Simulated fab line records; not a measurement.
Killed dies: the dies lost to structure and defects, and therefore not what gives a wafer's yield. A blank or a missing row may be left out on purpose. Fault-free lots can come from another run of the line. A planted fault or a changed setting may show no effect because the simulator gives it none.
Lot-split experiment :: flow n5Finfet :: on a route of 1938 steps: 7 lots, 21 wafers read

THE SPLIT ITSELF
At N5_BEOL_M12_ILD_DEP_00 (deposits SiOC from DEMS/O2, target thk 658.92 nm, time 130.7 s), the setting timeS was moved away from the recipe's 130.7 s on 6 of the 21 wafers read, by -5.4% to +13.4%. The other wafers ran this setting at the recipe's value.

Between the split and the reading, the file records no step.

THE READING
M12_ILD_THK at N5_BEOL_M12_THK_MEAS_01, in nm. A value of 660 nm with a standard deviation of 7.3 nm is what fault-free wafers of this fab line usually give.

wafer: L074.1
tool, chamber at the split: pecvd-03, 1
timeS as run, s: 145.6
against the recipe: +11.4%
M12_ILD_THK, nm: 734
against lot-mates on the recipe: +68

wafer: L074.3
tool, chamber at the split: pecvd-03, 0
timeS as run, s: 130.7
against the recipe: recipe
M12_ILD_THK, nm: 666
against lot-mates on the recipe: -

wafer: L074.4
tool, chamber at the split: pecvd-03, 2
timeS as run, s: 145.6
against the recipe: +11.4%
M12_ILD_THK, nm: 743
against lot-mates on the recipe: +77

wafer: L077.1
tool, chamber at the split: pecvd-02, 0
timeS as run, s: 130.7
against the recipe: recipe
M12_ILD_THK, nm: 649
against lot-mates on the recipe: -

wafer: L077.4
tool, chamber at the split: pecvd-02, 0
timeS as run, s: 123.6
against the recipe: -5.4%
M12_ILD_THK, nm: 624
against lot-mates on the recipe: -32

wafer: L077.5
tool, chamber at the split: pecvd-02, 2
timeS as run, s: 130.7
against the recipe: recipe
M12_ILD_THK, nm: 663
against lot-mates on the recipe: -

wafer: L079.2
tool, chamber at the split: pecvd-03, 0
timeS as run, s: 148.2
against the recipe: +13.4%
M12_ILD_THK, nm: 738
against lot-mates on the recipe: +71

wafer: L079.3
tool, chamber at the split: pecvd-03, 2
timeS as run, s: 148.2
against the recipe: +13.4%
M12_ILD_THK, nm: 746
against lot-mates on the recipe: +79

wafer: L079.6
tool, chamber at the split: pecvd-03, 1
timeS as run, s: 130.7
against the recipe: recipe
M12_ILD_THK, nm: 667
against lot-mates on the recipe: -

wafer: L076.1
tool, chamber at the split: pecvd-03, 2
timeS as run, s: 130.7
against the recipe: recipe
M12_ILD_THK, nm: 657
against lot-mates on the recipe: -

wafer: L076.2
tool, chamber at the split: pecvd-03, 0
timeS as run, s: 130.7
against the recipe: recipe
M12_ILD_THK, nm: 653
against lot-mates on the recipe: -

wafer: L076.5
tool, chamber at the split: pecvd-03, 0
timeS as run, s: 130.7
against the recipe: recipe
M12_ILD_THK, nm: 660
against lot-mates on the recipe: -

wafer: L084.1
tool, chamber at the split: pecvd-02, 0
timeS as run, s: 130.7
against the recipe: recipe
M12_ILD_THK, nm: 639
against lot-mates on the recipe: -

wafer: L084.3
tool, chamber at the split: pecvd-02, 1
timeS as run, s: 130.7
against the recipe: recipe
M12_ILD_THK, nm: 653
against lot-mates on the recipe: -

wafer: L084.4
tool, chamber at the split: pecvd-02, 2
timeS as run, s: 130.7
against the recipe: recipe
M12_ILD_THK, nm: 663
against lot-mates on the recipe: -

wafer: L090.1
tool, chamber at the split: pecvd-03, 0,2
timeS as run, s: 130.7
against the recipe: recipe
M12_ILD_THK, nm: 660
against lot-mates on the recipe: -

wafer: L090.2
tool, chamber at the split: pecvd-03, 0,2
timeS as run, s: 130.7
against the recipe: recipe
M12_ILD_THK, nm: 660
against lot-mates on the recipe: -

wafer: L090.6
tool, chamber at the split: pecvd-03, 0
timeS as run, s: 130.7
against the recipe: recipe
M12_ILD_THK, nm: 675
against lot-mates on the recipe: -

wafer: L091.1
tool, chamber at the split: pecvd-02, 2
timeS as run, s: 130.7
against the recipe: recipe
M12_ILD_THK, nm: 652
against lot-mates on the recipe: -

wafer: L091.3
tool, chamber at the split: pecvd-02, 1
timeS as run, s: 123.9
against the recipe: -5.2%
M12_ILD_THK, nm: 622
against lot-mates on the recipe: -31

wafer: L091.6
tool, chamber at the split: pecvd-02, 2
timeS as run, s: 130.7
against the recipe: recipe
M12_ILD_THK, nm: 654
against lot-mates on the recipe: -
Rows listing several chambers each stand for several wafers; the file does not say which wafer went through which chamber.

THE FIT
A straight line over all 21 wafers: M12_ILD_THK changes by +6.59 nm for each +1% of timeS; r = +0.98; the points scatter about the line by 8 nm.
The same after taking each lot's own level away (the mean of its wafers on the recipe; 21 wafers): +5.92 nm for each +1%; r = +0.98; scatter 6.2 nm.
Per that fit: largest timeS move, reading shift of 79 nm.
The span of the lots' own levels, 651.7 to 667.0 nm, comes to 2.1 times the standard deviation stated above.
So the lot-to-lot level changes the slope: the two fits differ.
Check: for one of the wafers moved furthest among these (+13.4%), held out of the fit, the line's prediction against its lot-mates is +82.3 nm. Against them it came out at +71 nm.

ADDITIONAL SPLITS CARRIED BY THESE WAFERS
Before the reading, these wafers also passed through other splits. Each is held against what the fit with the lots' levels taken away leaves over:
other split on the same wafers: N5_BEOL_M10_EXPOSE_08 doseMj
wafers away from the commonest value: 4
r with M12_ILD_THK (lot level and that fit taken away): +0.10

other split on the same wafers: N5_BEOL_M11_ETCH_62 timeS
wafers away from the commonest value: 10
r with M12_ILD_THK (lot level and that fit taken away): -0.25

other split on the same wafers: N5_BEOL_M11_COAT_22 spinRpm
wafers away from the commonest value: 7
r with M12_ILD_THK (lot level and that fit taken away): +0.22

THE WHOLE CHAIN: every reading that the file lists as answering this split, in the file's order
step: N5_BEOL_M12_ILD_DEP_00
what it does: deposits SiOC from DEMS/O2, target thk 658.92 nm, time 130.7 s
reading: SiOC_of_BEOL_M12_ILD_DEP_00.thkNm (the simulator's own value, which no gauge read)
change (the file's fit): +5.96 nm for each +1% of the setting
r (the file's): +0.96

step: N5_BEOL_M12_THK_MEAS_01
what it does: 
reading: M12_ILD_THK
change (the file's fit): +5.94 for each +1% of the setting
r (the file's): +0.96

FILE'S OWN FIT
M12_ILD_THK changes by +5.94 nm for each +1% of timeS, r = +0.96.
